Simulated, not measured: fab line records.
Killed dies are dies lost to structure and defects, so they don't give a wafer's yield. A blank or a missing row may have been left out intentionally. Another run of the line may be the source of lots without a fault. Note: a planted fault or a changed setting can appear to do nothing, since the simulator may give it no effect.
Matching of chambers ; flow n5_finfet ; rie_diel-03 running N5_BEOL_M11_STRIP_36: 3 sister chambers
The step strips in N2/H2. 18 wafers are shown with their chamber, then 7 later ones without.

== EACH WAFER AND ITS CHAMBER ==
wafer;chamber;showerhead_plenum_p_Torr (Torr);throttle_valve_pct (%);drypump_motor_current_A (A)
L077.1;3;2.60;23.38;5.7
L077.2;0;2.69;23.84;5.9
L077.3;1;2.46;23.34;5.2
L077.4;3;2.60;23.43;5.6
L077.5;0;2.69;23.83;5.9
L077.6;1;2.46;23.34;5.2
L079.1;3;2.59;23.40;5.6
L079.2;1;2.45;23.26;5.1
L079.3;0;2.69;23.84;5.9
L079.4;1;2.46;23.30;5.1
L079.5;0;2.69;23.83;5.9
L079.6;3;2.59;23.42;5.6
L080.1;1;2.46;23.31;5.2
L080.3;3;2.59;23.42;5.7
L080.4;3;2.59;23.43;5.7
L081.2;0;2.68;23.80;5.9
L081.4;1;2.45;23.33;5.2
L081.6;3;2.59;23.44;5.6

SIGNATURES (means of the wafers above)
reading;chamber 0;chamber 1;chamber 3;scatter within a chamber
showerhead_plenum_p_Torr;2.6880;2.4567;2.5929;0.00487
throttle_valve_pct;23.8280;23.3133;23.4171;0.0236
drypump_motor_current_A;5.900;5.167;5.643;0.0451
Rule: for a wafer and a chamber, the distance is found by dividing, reading by reading, the gap between the wafer's reading and the chamber's mean by the reading's scatter, squaring, summing and taking the root. If the next closest chamber is less than 2 further off than the closest, the wafer can't be placed; otherwise it belongs to the closest. The scatter: take each reading less its chamber's mean, square it, sum over the shown wafers, divide by the number of wafers less the number of chambers, and take the root.

== WAFERS MISSING THEIR CHAMBER ==
wafer;showerhead_plenum_p_Torr (Torr);throttle_valve_pct (%);drypump_motor_current_A (A)
L086.4;2.68;23.87;5.9
L086.5;2.68;23.85;5.8
L086.6;2.45;23.36;5.1
L087.4;2.45;23.34;5.1
L087.5;2.59;23.43;5.7
L091.1;2.45;23.34;5.1
L091.6;2.59;23.39;5.6

== CHAMBER TAKEN BY EACH ==
wafer;from the rows above;in truth
L086.4;0;0
L086.5;0;0
L086.6;1;1
L087.4;1;1
L087.5;3;3
L091.1;1;1
L091.6;3;3
Correct placement for 7 of the 7. From these rows, 0 cannot be placed. 0 placed wrongly.
